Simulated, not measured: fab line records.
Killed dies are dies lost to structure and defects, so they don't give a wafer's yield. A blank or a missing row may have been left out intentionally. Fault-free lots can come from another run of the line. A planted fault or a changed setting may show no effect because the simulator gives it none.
The tool behind it: which one? :: flow n5 finfet :: 7 lots, 19 wafers sampled, at 8 steps of a route of 1938

WHAT THE GAUGES READ, wafer by wafer
N5_BEOL_M13_CD_MEAS_28: the cd target is 209.5 nm.
lot: L530
measured: day 11 01:37
on: cd sem-02
cd nm (nm): 209.6 208.6 208.9

lot: L533
measured: day 11 18:51
on: cd sem-03
cd nm (nm): 208.4 206.8 208.6

lot: L537
measured: day 12 17:01
on: cd sem-02
cd nm (nm): 210.0 208.6

lot: L538
measured: day 12 22:53
on: cd sem-02
cd nm (nm): 210.4 211.5

lot: L542
measured: day 14 02:16
on: cd sem-03
cd nm (nm): 209.0 208.3 208.4

lot: L541
measured: day 14 02:55
on: cd sem-02
cd nm (nm): 208.3 206.9 207.3

lot: L550
measured: day 15 17:38
on: cd sem-02
cd nm (nm): 211.0 210.3 211.4

N5_BEOL_M13_OCD_MEAS_35.
lot: L530
measured: day 11 02:20
on: ocd-02
trench depth nm (nm): 426 425 422

lot: L533
measured: day 11 19:46
on: ocd-02
trench depth nm (nm): 406 410 412

lot: L537
measured: day 12 17:41
on: ocd-02
trench depth nm (nm): 477 425

lot: L538
measured: day 12 23:33
on: ocd-02
trench depth nm (nm): 423 473

lot: L542
measured: day 14 02:55
on: ocd-02
trench depth nm (nm): 419 417 419

lot: L541
measured: day 14 03:35
on: ocd-02
trench depth nm (nm): 413 419 410

lot: L550
measured: day 15 18:25
on: ocd-02
trench depth nm (nm): 424 416 417

N5_BEOL_M13_THK_MEAS_50: measures by xrf.
lot: L530
measured: day 11 05:58
on: film metro-02
M13_THK (nm): 426 428 424

lot: L533
measured: day 11 22:10
on: film metro-01
M13_THK (nm): 417 418 422

lot: L537
measured: day 12 20:12
on: film metro-01
M13_THK (nm): 491 434

lot: L538
measured: day 13 02:11
on: film metro-01
M13_THK (nm): 436 487

lot: L542
measured: day 14 05:55
on: film metro-01
M13_THK (nm): 424 419 422

lot: L541
measured: day 14 06:11
on: film metro-01
M13_THK (nm): 422 430 421

lot: L550
measured: day 16 03:26
on: film metro-02
M13_THK (nm): 426 418 418

N5_BEOL_M13_RS_MEAS_54: uses a four-point probe to measure.
lot: L530
measured: day 11 06:05
on: film metro-01
M13_RS (ohm/sq): 0.0436 0.0437 0.0440

lot: L533
measured: day 11 22:18
on: film metro-02
M13_RS (ohm/sq): 0.0458 0.0454 0.0450

lot: L537
measured: day 12 20:19
on: film metro-02
M13_RS (ohm/sq): 0.0389 0.0440

lot: L538
measured: day 13 02:19
on: film metro-01
M13_RS (ohm/sq): 0.0438 0.0391

lot: L542
measured: day 14 06:02
on: film metro-01
M13_RS (ohm/sq): 0.0444 0.0447 0.0445

lot: L541
measured: day 14 06:19
on: film metro-01
M13_RS (ohm/sq): 0.0450 0.0443 0.0453

lot: L550
measured: day 16 03:34
on: film metro-01
M13_RS (ohm/sq): 0.0438 0.0447 0.0446

N5_BEOL_M15_RC_MEAS_101.
lot: L530
measured: day 11 16:29
on: prober-01
COMB_M10 (S/m): 1.7e-11 1.6e-11 1.2e-11
COMB_M11 (S/m): 1.6e-11 1.5e-11 1.7e-11
COMB_M12 (S/m): 1e-11 7.1e-12 6e-12
COMB_M13 (S/m): 6.3e-12 5.1e-12 6.2e-12
COMB_M14 (S/m): 2.7e-12 3.2e-12 3.8e-12
COMB_M15 (S/m): 2.7e-12 2.8e-12 3.1e-12
COMB_M5 (S/m): 3.4e-11 3.5e-11 3.9e-11
COMB_M6 (S/m): 2.8e-11 2.8e-11 1.9e-11
COMB_M7 (S/m): 2.6e-11 2.1e-11 2.2e-11
COMB_M8 (S/m): 3e-11 3.3e-11 2.3e-11
COMB_M9 (S/m): 1.4e-11 1.2e-11 1.3e-11
SERP_M10 (ohm/um): 3.22 3.06 3.27
SERP_M11 (ohm/um): 3.09 3.01 2.99
SERP_M12 (ohm/um): 0.663 0.690 0.643
SERP_M13 (ohm/um): 0.297 0.303 0.300
SERP_M13_max_site (ohm/um): 0.302 0.306 0.304
SERP_M14 (ohm/um): 0.160 0.161 0.164
SERP_M5 (ohm/um): 38.1 36.6 36.4
SERP_M6 (ohm/um): 13.6 12.6 12.8
SERP_M7 (ohm/um): 14.2 14.4 14.9
SERP_M8 (ohm/um): 13.5 14.2 13.4
SERP_M9 (ohm/um): 3.05 3.13 3.14

lot: L533
measured: day 12 14:35
on: prober-02
COMB_M10 (S/m): 1.4e-11 1.7e-11 1.3e-11
COMB_M11 (S/m): 1.4e-11 1.1e-11 1.6e-11
COMB_M12 (S/m): 6.6e-12 5.2e-12 8.8e-12
COMB_M13 (S/m): 6.1e-12 5.4e-12 4e-12
COMB_M14 (S/m): 2.9e-12 5.9e-12 4.6e-12
COMB_M15 (S/m): 3.4e-12 2.9e-12 3.1e-12
COMB_M5 (S/m): 3.4e-11 5.2e-11 4.3e-11
COMB_M6 (S/m): 2.8e-11 3.2e-11 2.4e-11
COMB_M7 (S/m): 2.9e-11 4.5e-11 3.4e-11
COMB_M8 (S/m): 1.9e-11 2.9e-11 3e-11
COMB_M9 (S/m): 1.7e-11 1.6e-11 1.3e-11
SERP_M10 (ohm/um): 3.03 3.28 3.02
SERP_M11 (ohm/um): 2.90 3.20 2.98
SERP_M12 (ohm/um): 0.645 0.620 0.629
SERP_M13 (ohm/um): 0.314 0.319 0.307
SERP_M13_max_site (ohm/um): 0.317 0.320 0.309
SERP_M14 (ohm/um): 0.164 0.171 0.173
SERP_M5 (ohm/um): 40.9 37.7 37.3
SERP_M6 (ohm/um): 14.0 14.2 13.2
SERP_M7 (ohm/um): 13.2 13.7 12.8
SERP_M8 (ohm/um): 14.9 13.5 13.8
SERP_M9 (ohm/um): 3.06 3.25 3.19

lot: L537
measured: day 13 07:13
on: prober-01
COMB_M10 (S/m): 1.2e-11 1e-11
COMB_M11 (S/m): 1e-11 1.3e-11
COMB_M12 (S/m): 6e-12 5.3e-12
COMB_M13 (S/m): 5.1e-12 3.5e-12
COMB_M14 (S/m): 4.5e-12 3.5e-12
COMB_M15 (S/m): 2.5e-12 2.6e-12
COMB_M5 (S/m): 4.3e-11 4.9e-11
COMB_M6 (S/m): 1.6e-11 2.7e-11
COMB_M7 (S/m): 2.4e-11 2.7e-11
COMB_M8 (S/m): 2.4e-11 2e-11
COMB_M9 (S/m): 1.6e-11 1.3e-11
SERP_M10 (ohm/um): 3.05 3.10
SERP_M11 (ohm/um): 3.23 3.14
SERP_M12 (ohm/um): 0.649 0.656
SERP_M13 (ohm/um): 0.261 0.309
SERP_M13_max_site (ohm/um): 0.263 0.311
SERP_M14 (ohm/um): 0.172 0.158
SERP_M5 (ohm/um): 36.4 35.4
SERP_M6 (ohm/um): 12.4 12.3
SERP_M7 (ohm/um): 14.5 14.9
SERP_M8 (ohm/um): 13.2 14.0
SERP_M9 (ohm/um): 3.17 3.19

lot: L538
measured: day 13 12:31
on: prober-02
COMB_M10 (S/m): 1.6e-11 1.1e-11
COMB_M11 (S/m): 1.2e-11 2.2e-11
COMB_M12 (S/m): 8e-12 9.2e-12
COMB_M13 (S/m): 6e-12 5.7e-12
COMB_M14 (S/m): 4.8e-12 4.8e-12
COMB_M15 (S/m): 4.1e-12 3e-12
COMB_M5 (S/m): 3.7e-11 4e-11
COMB_M6 (S/m): 2.7e-11 2.3e-11
COMB_M7 (S/m): 2.4e-11 2.7e-11
COMB_M8 (S/m): 3.1e-11 1.8e-11
COMB_M9 (S/m): 1.1e-11 1.7e-11
SERP_M10 (ohm/um): 3.06 3.01
SERP_M11 (ohm/um): 3.02 3.06
SERP_M12 (ohm/um): 0.644 0.658
SERP_M13 (ohm/um): 0.301 0.260
SERP_M13_max_site (ohm/um): 0.302 0.261
SERP_M14 (ohm/um): 0.163 0.161
SERP_M5 (ohm/um): 37.0 34.9
SERP_M6 (ohm/um): 14.2 14.1
SERP_M7 (ohm/um): 14.7 14.2
SERP_M8 (ohm/um): 13.7 13.0
SERP_M9 (ohm/um): 2.90 2.89

lot: L542
measured: day 14 18:15
on: prober-01
COMB_M10 (S/m): 1e-11 1.1e-11 1.3e-11
COMB_M11 (S/m): 1.2e-11 1.2e-11 1.4e-11
COMB_M12 (S/m): 9.9e-12 7.1e-12 4.7e-12
COMB_M13 (S/m): 4.9e-12 6.2e-12 5.6e-12
COMB_M14 (S/m): 3.4e-12 4.4e-12 3.6e-12
COMB_M15 (S/m): 4.4e-12 3.6e-12 3e-12
COMB_M5 (S/m): 7.2e-11 6.1e-11 5e-11
COMB_M6 (S/m): 2.7e-11 2.8e-11 4.9e-11
COMB_M7 (S/m): 2.2e-11 2.1e-11 2.1e-11
COMB_M8 (S/m): 3.3e-11 2.7e-11 2.3e-11
COMB_M9 (S/m): 1.6e-11 1.7e-11 1.7e-11
SERP_M10 (ohm/um): 3.12 3.17 3.18
SERP_M11 (ohm/um): 2.98 3.06 3.00
SERP_M12 (ohm/um): 0.610 0.590 0.622
SERP_M13 (ohm/um): 0.307 0.310 0.312
SERP_M13_max_site (ohm/um): 0.314 0.315 0.319
SERP_M14 (ohm/um): 0.156 0.160 0.155
SERP_M5 (ohm/um): 40.2 39.2 40.9
SERP_M6 (ohm/um): 14.4 13.1 13.4
SERP_M7 (ohm/um): 14.3 13.3 13.6
SERP_M8 (ohm/um): 13.1 13.4 13.2
SERP_M9 (ohm/um): 3.00 3.08 2.96

lot: L541
measured: day 14 19:00
on: prober-02
COMB_M10 (S/m): 1.4e-11 1.6e-11 1.8e-11
COMB_M11 (S/m): 2e-11 2e-11 1.2e-11
COMB_M12 (S/m): 6.3e-12 8.5e-12 8.2e-12
COMB_M13 (S/m): 6.4e-12 5.2e-12 6.9e-12
COMB_M14 (S/m): 4e-12 5.4e-12 4.7e-12
COMB_M15 (S/m): 4e-12 3.5e-12 3.9e-12
COMB_M5 (S/m): 3e-11 4.7e-11 3.1e-11
COMB_M6 (S/m): 2e-11 2.7e-11 2.3e-11
COMB_M7 (S/m): 2e-11 2.6e-11 2.4e-11
COMB_M8 (S/m): 3.3e-11 3.7e-11 2.6e-11
COMB_M9 (S/m): 1.9e-11 1.4e-11 2.1e-11
SERP_M10 (ohm/um): 2.95 3.14 3.13
SERP_M11 (ohm/um): 3.13 3.07 3.05
SERP_M12 (ohm/um): 0.622 0.638 0.639
SERP_M13 (ohm/um): 0.313 0.307 0.313
SERP_M13_max_site (ohm/um): 0.317 0.309 0.316
SERP_M14 (ohm/um): 0.160 0.152 0.160
SERP_M5 (ohm/um): 37.7 40.2 39.4
SERP_M6 (ohm/um): 13.9 14.1 13.7
SERP_M7 (ohm/um): 13.4 14.7 13.5
SERP_M8 (ohm/um): 13.5 13.8 13.2
SERP_M9 (ohm/um): 3.10 3.02 2.96

lot: L550
measured: day 16 17:36
on: prober-01
COMB_M10 (S/m): 1.3e-11 1.4e-11 1.9e-11
COMB_M11 (S/m): 1.2e-11 1.5e-11 1.3e-11
COMB_M12 (S/m): 7.8e-12 8e-12 6.2e-12
COMB_M13 (S/m): 5.8e-12 6.2e-12 6.6e-12
COMB_M14 (S/m): 3.6e-12 4.2e-12 4.5e-12
COMB_M15 (S/m): 3.1e-12 2.8e-12 2.9e-12
COMB_M5 (S/m): 4.2e-11 3.6e-11 3.8e-11
COMB_M6 (S/m): 4.1e-11 2.5e-11 3.1e-11
COMB_M7 (S/m): 3.4e-11 3.1e-11 2.6e-11
COMB_M8 (S/m): 2.8e-11 2.3e-11 3.3e-11
COMB_M9 (S/m): 1.4e-11 2e-11 1.7e-11
SERP_M10 (ohm/um): 3.22 2.95 3.26
SERP_M11 (ohm/um): 3.22 3.03 3.05
SERP_M12 (ohm/um): 0.667 0.666 0.662
SERP_M13 (ohm/um): 0.295 0.307 0.302
SERP_M13_max_site (ohm/um): 0.297 0.308 0.305
SERP_M14 (ohm/um): 0.159 0.157 0.158
SERP_M5 (ohm/um): 36.9 36.2 36.5
SERP_M6 (ohm/um): 15.0 14.2 13.4
SERP_M7 (ohm/um): 14.4 13.9 14.0
SERP_M8 (ohm/um): 14.6 14.4 13.3
SERP_M9 (ohm/um): 2.88 2.95 2.91

TOOL THAT RAN EACH LOT (tool first, then ch and the chambers of the sampled wafers, then the start)
lot: L530
N5_BEOL_M13_TRENCH_ETCH_34: rie diel-01 ch 0,1, day 11 02:10
N5_BEOL_M13_ETCH_38: rie diel-01 ch 0,2, day 11 04:19
N5_BEOL_M13_ANNEAL_48: rtp anneal-01 ch 0, day 11 05:22

lot: L533
N5_BEOL_M13_TRENCH_ETCH_34: rie diel-01 ch 1,2,3, day 11 19:36
N5_BEOL_M13_ETCH_38: rie diel-06 ch 1,2,3, day 11 19:59
N5_BEOL_M13_ANNEAL_48: rtp anneal-02 ch 0, day 11 21:35

lot: L537
N5_BEOL_M13_TRENCH_ETCH_34: rie diel-01 ch 0,1, day 12 17:30
N5_BEOL_M13_ETCH_38: rie diel-06 ch 0, day 12 18:12
N5_BEOL_M13_ANNEAL_48: rtp anneal-02 ch 0, day 12 19:41

lot: L538
N5_BEOL_M13_TRENCH_ETCH_34: rie diel-01 ch 0,1, day 12 23:23
N5_BEOL_M13_ETCH_38: rie diel-02 ch 1, day 13 00:16
N5_BEOL_M13_ANNEAL_48: rtp anneal-02 ch 0, day 13 01:36

lot: L542
N5_BEOL_M13_TRENCH_ETCH_34: rie diel-02 ch 2,3, day 14 02:45
N5_BEOL_M13_ETCH_38: rie diel-06 ch 1,2,3, day 14 04:20
N5_BEOL_M13_ANNEAL_48: rtp anneal-01 ch 0, day 14 05:19

lot: L541
N5_BEOL_M13_TRENCH_ETCH_34: rie diel-06 ch 1,2,3, day 14 03:25
N5_BEOL_M13_ETCH_38: rie diel-02 ch 1,3, day 14 04:29
N5_BEOL_M13_ANNEAL_48: rtp anneal-01 ch 0, day 14 05:35

lot: L550
N5_BEOL_M13_TRENCH_ETCH_34: rie diel-02 ch 1,2,3, day 15 18:19
N5_BEOL_M13_ETCH_38: rie diel-06 ch 0,3, day 16 00:44
N5_BEOL_M13_ANNEAL_48: rtp anneal-01 ch 0, day 16 02:50
- N5_BEOL_M13_TRENCH_ETCH_34: etches SiOC in C4F8/O2/Ar, target depth 413.47 nm, time 162.6 s.
- N5_BEOL_M13_ETCH_38: etches SiCN in CF4/N2, target depth 67.5 nm, time 71.9 s.
- N5_BEOL_M13_ANNEAL_48: time 90 s.

WHAT THE TOOLS THEMSELVES READ (means of the sampled wafers that have a number; where no wafer has one, the mark that the record gives instead)
N5_BEOL_M13_TRENCH_ETCH_34.
lot: L530
tool: rie diel-01
drypump motor current A (A): 5.6
oes product au (a.u.): 0.97
rf vpp V (V): 664
showerhead plenum p Torr (Torr): 3.35
throttle valve pct (%): 24.42

lot: L533
tool: rie diel-01
drypump motor current A (A): 5.9
oes product au (a.u.): 0.83
rf vpp V (V): 668
showerhead plenum p Torr (Torr): 3.49
throttle valve pct (%): 24.33

lot: L537
tool: rie diel-01
drypump motor current A (A): 5.5
oes product au (a.u.): 0.91
rf vpp V (V): 663
showerhead plenum p Torr (Torr): 3.33
throttle valve pct (%): 24.38

lot: L538
tool: rie diel-01
drypump motor current A (A): 5.5
oes product au (a.u.): 0.90
rf vpp V (V): 664
showerhead plenum p Torr (Torr): 3.33
throttle valve pct (%): 24.38

lot: L542
tool: rie diel-02
drypump motor current A (A): 5.9
oes product au (a.u.): 0.81
rf vpp V (V): 664
showerhead plenum p Torr (Torr): 3.34
throttle valve pct (%): 23.97

lot: L541
tool: rie diel-06
drypump motor current A (A): 6.1
oes product au (a.u.): 0.71
rf vpp V (V): 669
showerhead plenum p Torr (Torr): 3.52
throttle valve pct (%): 24.27

lot: L550
tool: rie diel-02
drypump motor current A (A): 6.0
oes product au (a.u.): 0.83
rf vpp V (V): 664
showerhead plenum p Torr (Torr): 3.36
throttle valve pct (%): 24.08

N5_BEOL_M13_ETCH_38.
lot: L530
tool: rie diel-01
drypump motor current A (A): 5.5
oes product au (a.u.): 0.76
rf vpp V (V): 383.4
showerhead plenum p Torr (Torr): 2.24
throttle valve pct (%): 15.51

lot: L533
tool: rie diel-06
drypump motor current A (A): 6.1
oes product au (a.u.): 0.72
rf vpp V (V): 384.4
showerhead plenum p Torr (Torr): 2.28
throttle valve pct (%): 15.54

lot: L537
tool: rie diel-06
drypump motor current A (A): 5.7
oes product au (a.u.): 0.73
rf vpp V (V): 381.4
showerhead plenum p Torr (Torr): 2.20
throttle valve pct (%): 15.62

lot: L538
tool: rie diel-02
drypump motor current A (A): 6.3
oes product au (a.u.): 0.90
rf vpp V (V): 381.1
showerhead plenum p Torr (Torr): 2.16
throttle valve pct (%): 15.27

lot: L542
tool: rie diel-06
drypump motor current A (A): 6.1
oes product au (a.u.): 0.71
rf vpp V (V): 384.4
showerhead plenum p Torr (Torr): 2.28
throttle valve pct (%): 15.57

lot: L541
tool: rie diel-02
drypump motor current A (A): 5.9
oes product au (a.u.): 0.89
rf vpp V (V): 382.1
showerhead plenum p Torr (Torr): 2.21
throttle valve pct (%): 15.25

lot: L550
tool: rie diel-06
drypump motor current A (A): 6.2
oes product au (a.u.): 0.90
rf vpp V (V): 382.9
showerhead plenum p Torr (Torr): 2.22
throttle valve pct (%): 15.27

N5_BEOL_M13_ANNEAL_48.
lot: L530
tool: rtp anneal-01
wafer_temp_C_max: 225.99

lot: L533
tool: rtp anneal-02
wafer_temp_C_max: 225.68

lot: L537
tool: rtp anneal-02
wafer_temp_C_max: 225.78

lot: L538
tool: rtp anneal-02
wafer_temp_C_max: 225.63

lot: L542
tool: rtp anneal-01
wafer_temp_C_max: 225.55

lot: L541
tool: rtp anneal-01
wafer_temp_C_max: 225.53

lot: L550
tool: rtp anneal-01
wafer_temp_C_max: 225.38

THE ANSWER, worked out from the rows above alone
Rule: the usual values come from the lots themselves. Put in order of their means at a reading, lots are off if they are a third of the lots or fewer, leave a main group of 4 or more, and stand apart from it by a gap of 3 or more times the standard deviation of the main group's means; of several such gaps the widest counts. The tables above print the reading to a certain number of digits; a main group whose means all agree to those digits is not used. A lot without any number at a reading at which 4 lots or more have one is off too. Any other lot the step has rows for is counted as sound. Order of review: gauges by route order, followed by the tools' own readings, for which a lot's mean as printed above is used. At the first step where some lot is off, the reading lying furthest off is the one used; lots without a number count as furthest.
Off at N5_BEOL_M13_OCD_MEAS_35 (trench depth nm): L537, L538. The main group: mean 417 nm, standard deviation 5.
A tool fits if, at a process step before that reading, it ran every lot that is off, and no sound lot after the first of them. Not tried: the gauges at N5_BEOL_M13_OCD_MEAS_35; whatever is off there is also off at N5_BEOL_M13_THK_MEAS_50, on other tools, and gauge error can't account for it. One candidate fits, namely rie diel-01 at N5_BEOL_M13_TRENCH_ETCH_34. A fault onset in the window from L533 (day 11 19:36, its last sound lot) to L537 (day 12 17:30, its first lot off) fits.

WHAT THE SIMULATOR HAD PUT IN
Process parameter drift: rie diel-01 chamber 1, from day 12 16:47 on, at N5_BEOL_M13_TRENCH_ETCH_34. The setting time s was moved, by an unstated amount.
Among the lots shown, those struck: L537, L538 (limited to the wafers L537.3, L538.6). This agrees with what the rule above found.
